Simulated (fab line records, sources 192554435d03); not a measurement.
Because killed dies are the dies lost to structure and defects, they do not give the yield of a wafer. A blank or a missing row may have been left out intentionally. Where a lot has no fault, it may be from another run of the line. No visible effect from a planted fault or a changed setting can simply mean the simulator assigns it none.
Matching of chambers -- flow n5Finfet -- 3 sister chambers for N5_BEOL_M0_SAQP_PECVD_97 on pecvd-03
The step deposits SiNx from SiH4/NH3/N2, target thk 23 nm, time 19.9 s. 6 wafers are shown with their chamber, then 8 later ones without.

== EACH WAFER AND ITS CHAMBER ==
wafer,chamber,throttleValvePct (%),heaterPowerW (W)
L085.2,0,40.9,514
L085.5,2,37.4,677
L089.1,0,41.3,526
L089.3,2,37.3,590
L089.6,1,46.0,572
L091.1,1,46.2,586

== WAFERS WITHOUT THEIR CHAMBER ==
wafer,throttleValvePct (%),heaterPowerW (W)
L091.3,41.2,499
L091.4,37.2,598
L093.1,41.1,533
L093.2,37.4,611
L093.6,37.4,617
L095.1,46.1,578
L095.2,41.1,550
L095.3,37.4,697

== WHICH CHAMBER EACH ONE RAN IN ==
wafer,from the rows above,in truth
L091.3,0,0
L091.4,2,2
L093.1,0,0
L093.2,2,2
L093.6,2,2
L095.1,1,1
L095.2,0,0
L095.3,2,2
Correct placement for 8 of the 8. Can't be placed from these rows: 0. Wrongly placed: 0.
How it was worked out, from the rows above alone: a wafer's distance from a chamber is the root of the sum, over the readings, of the square of ((its reading less the chamber's mean) divided by the reading's scatter). The wafer belongs to the nearest chamber; if the next one is less than 2 further off, it can't be placed. The mean given for a chamber averages the wafers shown for that chamber. How the scatter is found: for the shown wafers, subtract from each reading the mean of its chamber, square and add these, divide the total by (wafers less chambers), then take the root.
